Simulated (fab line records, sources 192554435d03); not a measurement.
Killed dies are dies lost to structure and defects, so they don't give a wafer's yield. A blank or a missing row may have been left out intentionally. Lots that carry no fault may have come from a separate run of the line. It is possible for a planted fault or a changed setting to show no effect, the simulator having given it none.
Chamber matching	flow n5_finfet	4 sister chambers for N5_FIN_SAQP_HM_OPEN_33 on rie_diel-01
The step chemistry CH3F/O2, target SiNx, target depth 49.4 nm, time 70.6 s. 4 wafers are shown with their chamber, then 8 later ones without.

## EACH WAFER AND ITS CHAMBER
wafer	chamber	showerhead_plenum_p_Torr (Torr)
L715.4	3	1.98
L716.1	2	1.91
L716.3	1	2.12
L723.1	0	2.01

## WAFERS MISSING THEIR CHAMBER
wafer	showerhead_plenum_p_Torr (Torr)
L723.5	1.97
L723.6	1.91
L727.1	2.11
L727.4	2.01
L727.5	2.01
L729.4	1.91
L729.5	1.97
L729.6	2.01

## THE CHAMBER EACH PASSED THROUGH
wafer	from the rows above	in truth
L723.5	3	3
L723.6	2	2
L727.1	1	1
L727.4	0	0
L727.5	0	0
L729.4	2	2
L729.5	3	3
L729.6	0	0
8 of 8 placed correctly. Number that these rows cannot place: 0. Number placed wrongly: 0.
How it was worked out, from the rows above alone: a wafer's distance from a chamber is the root of the sum, over the readings, of the square of ((its reading less the chamber's mean) divided by the reading's scatter). If the next closest chamber is less than 2 further off than the closest, the wafer can't be placed; otherwise it belongs to the closest. The mean given for a chamber averages the wafers shown for that chamber. The scatter: root of mean squared gap, hidden wafer to nearest shown wafer, with one shown wafer a chamber.
